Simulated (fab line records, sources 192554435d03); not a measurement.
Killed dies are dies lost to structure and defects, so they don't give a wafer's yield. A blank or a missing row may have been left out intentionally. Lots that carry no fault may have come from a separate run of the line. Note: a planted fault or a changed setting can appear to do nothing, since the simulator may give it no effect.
A struck lot beside a sound one / flow n5 finfet / 20 steps out of a route of 1938
Sound: the wafers L874.1, L874.4, L874.5. Wafers L892.4, L892.5, L892.6 were the ones struck. The cause comes at the end.
Order at every step that has rows: each side's tool, ch and its chambers, its first start. Under that, the readings that differ: sound wafers / struck wafers / difference of the means / sigmas: that difference in standard deviations of wafers without a fault.
alike: readings whose means differ by less than 2 such deviations, and words and numbers that are the same on both sides. not compared: withheld readings, readings that some wafer has no value for, bounds like >300 that may hide the same value, and numbers for which the record gives no deviation and whose values overlap.
The two part at a step that has a row with sigmas, a row that says differs or no value, or rows on one side only. Numbers that have no deviation but don't overlap get no sigmas and don't part them. A reading that every wafer of one side lacks parts them only if that side has two wafers or more.

first, 3 steps without rows for these wafers: N5_DUMMY_REMOVAL_PRECLEAN_04 (cleans in DHF, time 37 s); N5_DUMMY_REMOVAL_SRD_05 (time 30 s); N5_HKMG_FIN_IL_REGROW_00 (material SiO2, chemistry O3, target thk 0.75 nm, time 30 s).
N5_HKMG_FIN_HK_ALD_01: deposits HfO2, target thk 1.6 nm, pulse time 3 s, purge time 3 s.
  sound on ald hk-03 ch 2,3, day 4 00:00; struck on ald hk-02 ch 1,2,3, day 9 00:40
  alike: precursor pulse height rel
N5_HKMG_FIN_HK_ANNEAL_02: time 30 s.
  sound on rtp anneal-02 ch 0, day 4 00:11; struck on rtp anneal-01 ch 0, day 9 00:56
  alike: lamp power pct, lamp_zone_2_pct, wafer_temp_C_max
N5_HKMG_FIN_ALD_74: deposits La2O3, target thk 0.5 nm, pulse time 6 s, co reactant pulse time 1 s.
  sound on ald hk-01 ch 0,1, day 4 00:24; struck on ald hk-03 ch 1,2,3, day 9 01:04
  alike: heater power w, precursor pulse height rel
N5_HKMG_FIN_ALD_75: deposits Al2O3, target thk 1 nm, co reactant pulse time 1 s.
  sound on ald hk-01 ch 0,1, day 4 00:29; struck on ald hk-03 ch 1,2,3, day 9 01:08
  alike: heater power w, precursor pulse height rel
then, 5 steps without rows for these wafers: N5_HKMG_FIN_COAT_41 (time 60 s, resist thk 300 nm); N5_HKMG_FIN_COAT_42 (time 60 s, resist thk 35 nm); N5_HKMG_FIN_COAT_43 (resist thk 90 nm); N5_HKMG_FIN_EBR_45; N5_HKMG_FIN_SOFTBAKE_44 (time 60 s).
N5_HKMG_FIN_EXPOSE_46: exposes mask NDIPOLE.
  sound on arfi scanner-01 ch 0, day 4 00:41; struck on arfi scanner-03 ch 0, day 9 01:29
reading=model.HKMG_FIN.overlay x nm (nm); sound=0.4 0.4 0.4; struck=3.6 3.6 3.6; difference=+3.2; sigmas=
  alike: mask
then, 2 steps without rows for these wafers: N5_HKMG_FIN_PEB_47 (peb time 60 s); N5_HKMG_FIN_DEVELOP_48 (develop time 30 s).
N5_HKMG_FIN_CD_MEAS_49 targets a cd of 202 nm.
  sound on cd sem-03 ch 0, day 4 00:49; struck on cd sem-03 ch 0, day 9 01:36
reading=cd nm (nm); sound=200.9 201.7 201.1; struck=203.5 203.3 203.5; difference=+2.2; sigmas=+3
N5_HKMG_FIN_OVL_MEAS_50:
  sound on overlay-02 ch 0, day 4 00:51; struck on overlay-01 ch 0, day 9 01:38
reading=NDIPOLE_OVL (nm); sound=1.1 0.5 1.3; struck=4.6 3.9 2.9; difference=+2.8; sigmas=+3
N5_HKMG_FIN_INSPECT_61: inspects for defects (macro).
  sound on defect inspect-02, day 4 00:52; struck on defect inspect-01, day 9 01:40
  alike: raw defect count
-- record jumps: 4 days separate the struck wafers' starts on either side; left off in module HKMG_FIN, taken up again in module BEOL_M4, whose first shown step is the route's number 1111 --
N5_BEOL_M4_RC_MEAS_101:
  sound on prober-02 ch 0, day 7 23:11; struck on prober-01 ch 0, day 12 17:43
  alike: DIBL_N, DIBL_P, IOFF_N, IOFF_P, ION_N, ION_P, SS_N, SS_P, VT_N, VT_P
N5_PASSIVATION_PROBE_49:
  the record has rows for the sound wafers here (prober-01, day 12 18:31) and none for the struck ones

== WHERE THEY PART ==
Last at N5_PASSIVATION_PROBE_49 as far as this record goes, first at N5_HKMG_FIN_CD_MEAS_49.

WHY: the cause the simulator had injected
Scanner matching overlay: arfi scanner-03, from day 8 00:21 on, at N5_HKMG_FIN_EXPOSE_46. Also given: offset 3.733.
